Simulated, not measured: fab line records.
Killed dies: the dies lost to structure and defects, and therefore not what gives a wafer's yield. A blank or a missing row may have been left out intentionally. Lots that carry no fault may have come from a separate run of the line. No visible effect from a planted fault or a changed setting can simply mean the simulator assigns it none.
Matching of chambers || flow n5Finfet || thermalCvdSi-01 running N5_HKMG_FIN_CVD_62: 3 sister chambers
The step deposits a-Si from Si2H6, target thk 3 nm, time 20.8 s. 6 wafers are shown with their chamber, then 12 later ones without.

WAFERS, EACH WITH ITS CHAMBER
{"wafer": "L087.2", "chamber": 1, "heaterPowerW (W)": 1236}
{"wafer": "L087.5", "chamber": 0, "heaterPowerW (W)": 1408}
{"wafer": "L087.6", "chamber": 2, "heaterPowerW (W)": 1329}
{"wafer": "L089.1", "chamber": 2, "heaterPowerW (W)": 1280}
{"wafer": "L089.2", "chamber": 1, "heaterPowerW (W)": 1244}
{"wafer": "L089.6", "chamber": 0, "heaterPowerW (W)": 1394}

WAFERS WHOSE CHAMBER IS MISSING
{"wafer": "L091.2", "heaterPowerW (W)": 1279}
{"wafer": "L091.4", "heaterPowerW (W)": 1234}
{"wafer": "L091.6", "heaterPowerW (W)": 1348}
{"wafer": "L093.1", "heaterPowerW (W)": 1234}
{"wafer": "L093.2", "heaterPowerW (W)": 1294}
{"wafer": "L093.5", "heaterPowerW (W)": 1399}
{"wafer": "L095.1", "heaterPowerW (W)": 1285}
{"wafer": "L095.4", "heaterPowerW (W)": 1215}
{"wafer": "L095.5", "heaterPowerW (W)": 1426}
{"wafer": "L097.1", "heaterPowerW (W)": 1263}
{"wafer": "L097.4", "heaterPowerW (W)": 1414}
{"wafer": "L097.6", "heaterPowerW (W)": 1335}

WHICH CHAMBER EACH ONE RAN IN
{"wafer": "L091.2", "from the rows above": "can't be placed: 2 or 1", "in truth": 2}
{"wafer": "L091.4", "from the rows above": 1, "in truth": 1}
{"wafer": "L091.6", "from the rows above": "can't be placed: 2 or 0", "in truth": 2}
{"wafer": "L093.1", "from the rows above": 1, "in truth": 1}
{"wafer": "L093.2", "from the rows above": 2, "in truth": 2}
{"wafer": "L093.5", "from the rows above": 0, "in truth": 0}
{"wafer": "L095.1", "from the rows above": "can't be placed: 2 or 1", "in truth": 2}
{"wafer": "L095.4", "from the rows above": 1, "in truth": 1}
{"wafer": "L095.5", "from the rows above": 0, "in truth": 0}
{"wafer": "L097.1", "from the rows above": "can't be placed: 1 or 2", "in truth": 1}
{"wafer": "L097.4", "from the rows above": 0, "in truth": 0}
{"wafer": "L097.6", "from the rows above": "can't be placed: 2 or 0", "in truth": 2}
Correctly placed: 7 of 12. Not placeable from these rows: 5 (in 5, the candidates include the true chamber). Placed wrongly: 0.
How it was worked out, from the rows above alone: a wafer's distance from a chamber is the root of the sum, over the readings, of the square of ((its reading less the chamber's mean) divided by the reading's scatter). If the next closest chamber is less than 2 further off than the closest, the wafer can't be placed; otherwise it belongs to the closest. The mean given for a chamber averages the wafers shown for that chamber. How the scatter is found: for the shown wafers, subtract from each reading the mean of its chamber, square and add these, divide the total by (wafers less chambers), then take the root.
